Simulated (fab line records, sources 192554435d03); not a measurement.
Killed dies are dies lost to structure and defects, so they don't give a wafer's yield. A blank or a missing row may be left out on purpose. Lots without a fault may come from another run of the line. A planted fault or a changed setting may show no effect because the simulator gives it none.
A struck lot beside a sound one | flow n5_finfet | 25 steps out of a route of 1938
Sound: wafers L794.2, L794.3, L794.6. Struck: wafers L808.2, L808.3, L808.5. The cause comes at the end.
At each step with rows: each side's tool, then ch and its chambers, then its first start. Under that, the readings that differ: sound wafers | struck wafers | difference of the means | sigmas: that difference in standard deviations of wafers without a fault.
alike: readings whose means differ by less than 2 such deviations, and words and numbers that are the same on both sides. not compared: withheld readings, readings that some wafer has no value for, bounds like >300 that may hide the same value, and numbers for which the record gives no deviation and whose values overlap.
The two part at a step that has a row with sigmas, a row that says differs or no value, or rows on one side only. Numbers that don't overlap but have no deviation are shown without sigmas and don't part them. A reading that every wafer of one side lacks parts them only if that side has two wafers or more.

N5_BEOL_M11_OVL_MEAS_12:
  sound on overlay-01 ch 0, day 10 12:07; struck on overlay-02 ch 0, day 14 06:19
  alike: M11_OVL
N5_BEOL_M11_INSPECT_13: inspects for defects (brightfield).
  sound on defect_inspect-01, day 10 12:08; struck on defect_inspect-02, day 14 06:20
  alike: raw_defect_count
N5_BEOL_M11_DESCUM_16: chemistry O2, time 7.9 s.
  sound on rie_diel-02 ch 1,2,3, day 10 12:10; struck on rie_diel-04 ch 1,2, day 14 06:22
  alike: drypump_motor_current_A, oes_product_au, rf_vpp_V, showerhead_plenum_p_Torr, throttle_valve_pct
  not compared: rf_hours_counter_h
then, 1 step without rows for these wafers: N5_BEOL_M11_ETCH_61 (etches SiARC in CF4, target depth 39 nm, time 65 s).
N5_BEOL_M11_ETCH_62: etches SOC in N2/H2, target depth 110 nm, overetch 22 nm, time 165 s.
  sound on rie_diel-02 ch 1,2,3, day 10 12:16; struck on rie_diel-04 ch 1,2, day 14 06:27
  alike: drypump_motor_current_A, oes_product_au, rf_vpp_V, showerhead_plenum_p_Torr, throttle_valve_pct
  not compared: rf_hours_counter_h
then, 1 step without rows for these wafers: N5_BEOL_M11_STRIP_68 (strips in N2/H2).
N5_BEOL_M11_STRIP_67: strips in CF4.
  sound on rie_diel-02 ch 1,2,3, day 10 12:25; struck on rie_diel-04 ch 1,2, day 14 06:36
  alike: drypump_motor_current_A, oes_product_au, rf_vpp_V, showerhead_plenum_p_Torr, throttle_valve_pct
  not compared: rf_hours_counter_h
N5_BEOL_M11_HM_OPEN_17: chemistry Cl2/BCl3, target TiN, target depth 20 nm, overetch 6 nm.
  sound on rie_metal-02 ch 0,1, day 10 12:27; struck on rie_metal-01 ch 0, day 14 06:40
  alike: drypump_motor_current_A, oes_product_au, throttle_valve_pct
  not compared: rf_hours_counter_h
then, 1 step without rows for these wafers: N5_BEOL_M11_STRIP_19 (strips in O2).
N5_BEOL_M11_CD_MEAS_18: pitch 140 nm, target cd 70 nm.
  sound on cd_sem-02, day 10 12:43; struck on cd_sem-03, day 14 06:56
  alike: cd_nm
then, 2 steps without rows for these wafers: N5_BEOL_M11_COAT_63 (time 60 s, resist thk 100 nm); N5_BEOL_M11_COAT_64 (time 60 s, resist thk 30 nm).
N5_BEOL_M11_COAT_22: resist thk 90 nm.
  sound on litho_track-03 ch 0, day 10 12:58; struck on litho_track-01 ch 0, day 14 08:35
  reading                                       | sound                | struck               | difference | sigmas
  spin_speed_rpm (rpm)                          | 1499.5 1500.9 1499.9 | 1708.5 1707.6 1705.5 | +207.1     | +99 or more
  model.CAR-ArF_of_BEOL_M11_COAT_22.thk_nm (nm) | 90 89.8 89.8         | 84.4 84.4 84.4       | -5.5       |
then, 5 steps without rows for these wafers: N5_BEOL_M11_EBR_24; N5_BEOL_M11_SOFTBAKE_23 (time 60 s); N5_BEOL_M11_EXPOSE_25 (exposes mask V10); N5_BEOL_M11_PEB_26 (peb time 60 s); N5_BEOL_M11_DEVELOP_27 (develop time 30 s).
N5_BEOL_M11_CD_MEAS_28: target cd 70 nm.
  sound on cd_sem-01 ch 0, day 10 13:20; struck on cd_sem-03 ch 0, day 14 08:57
  alike: cd_nm
N5_BEOL_M11_OVL_MEAS_29:
  sound on overlay-01 ch 0, day 10 13:22; struck on overlay-02 ch 0, day 14 08:59
  reading      | sound       | struck         | difference | sigmas
  V10_OVL (nm) | 0.4 0.9 0.6 | -0.8 -1.2 -0.9 | -1.6       | -2
N5_BEOL_M11_INSPECT_30: inspects for defects (brightfield).
  sound on defect_inspect-02, day 10 13:23; struck on defect_inspect-02, day 14 09:01
  alike: raw_defect_count
then, 1 step without rows for these wafers: N5_BEOL_M11_DESCUM_33 (chemistry O2, time 7.9 s).
N5_BEOL_M11_ETCH_65: etches SiARC in CF4, target depth 39 nm, time 65 s.
  sound on rie_diel-03 ch 0,2, day 10 13:28; struck on rie_diel-04 ch 1,3, day 14 09:22
  reading                                       | sound          | struck   | difference | sigmas
  model.CAR-ArF_of_BEOL_M11_COAT_22.thk_nm (nm) | 55.4 55.2 55.2 | 50 50 50 | -5         |
  alike: drypump_motor_current_A, etch_rf_on_time_s, oes_product_au, rf_vpp_V, showerhead_plenum_p_Torr, throttle_valve_pct
  not compared: rf_hours_counter_h
N5_BEOL_M11_ETCH_66: etches SOC in N2/H2, target depth 120 nm, overetch 24 nm, time 180 s.
  sound on rie_diel-03 ch 0,2, day 10 13:31; struck on rie_diel-04 ch 1,3, day 14 09:25
  reading      | sound             | struck            | difference | sigmas
  rf_vpp_V (V) | 520.2 519.8 520.5 | 527.1 522.3 527.2 | +5.4       | +2
  alike: drypump_motor_current_A, oes_product_au, showerhead_plenum_p_Torr, throttle_valve_pct
  not compared: rf_hours_counter_h
N5_PASSIVATION_PROBE_49:
  the record has rows for the struck wafers here (prober-01, day 16 05:00) and none for the sound ones

WHERE THEY PART
First at N5_BEOL_M11_COAT_22; last, within this record, at N5_PASSIVATION_PROBE_49.

WHY: what the simulator had put in
Process parameter drift: litho_track-01, from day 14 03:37 on, at N5_BEOL_M11_COAT_22. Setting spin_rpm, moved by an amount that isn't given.
